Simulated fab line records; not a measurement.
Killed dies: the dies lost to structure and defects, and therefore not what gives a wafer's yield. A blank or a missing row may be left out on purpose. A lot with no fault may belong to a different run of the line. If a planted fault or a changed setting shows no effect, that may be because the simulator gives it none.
Which tool did it?	flow nandHarc	at 1 step of a route of 1302, 7 lots with 21 wafers sampled

== WHAT THE GAUGES SHOWED, per wafer ==
NHARC_A_ONON_D2_THK_MEAS_18: measures by ellipsometry.
lot	measured	on	thkNm (nm)
L936	day 13 10:56	filmMetro-01	1004 1006 1003
L938	day 14 01:49	filmMetro-01	995 994 994
L946	day 17 11:04	filmMetro-01	998 997 994
L948	day 18 23:41	filmMetro-02	1003 1003 1004
L950	day 19 16:19	filmMetro-02	1003 1004 1003
L957	day 22 03:52	filmMetro-02	997 997 997
L955	day 22 03:52	filmMetro-02	997 996 996

== EACH LOT AND THE TOOL THAT RAN IT (in order: tool; ch and the chambers of the sampled wafers; start) ==
The record holds no process step before these readings.

== THE ANSWER, worked out from the rows above alone ==
Rule: usual is defined by the lots themselves. Put in order of their means at a reading, lots are off if they are a third of the lots or fewer, leave a main group of 4 or more, and stand apart from it by a gap of 3 or more times the standard deviation of the main group's means; of several such gaps the widest counts. Not used: any main group whose means are identical at the precision the tables above print for the reading. A lot without any number at a reading at which 4 lots or more have one is off too. The other lots that the step has rows for count as sound.
Nothing can be told from this: no lot is off at any reading shown.

== WHAT HAD BEEN PUT IN BY THE SIMULATOR ==
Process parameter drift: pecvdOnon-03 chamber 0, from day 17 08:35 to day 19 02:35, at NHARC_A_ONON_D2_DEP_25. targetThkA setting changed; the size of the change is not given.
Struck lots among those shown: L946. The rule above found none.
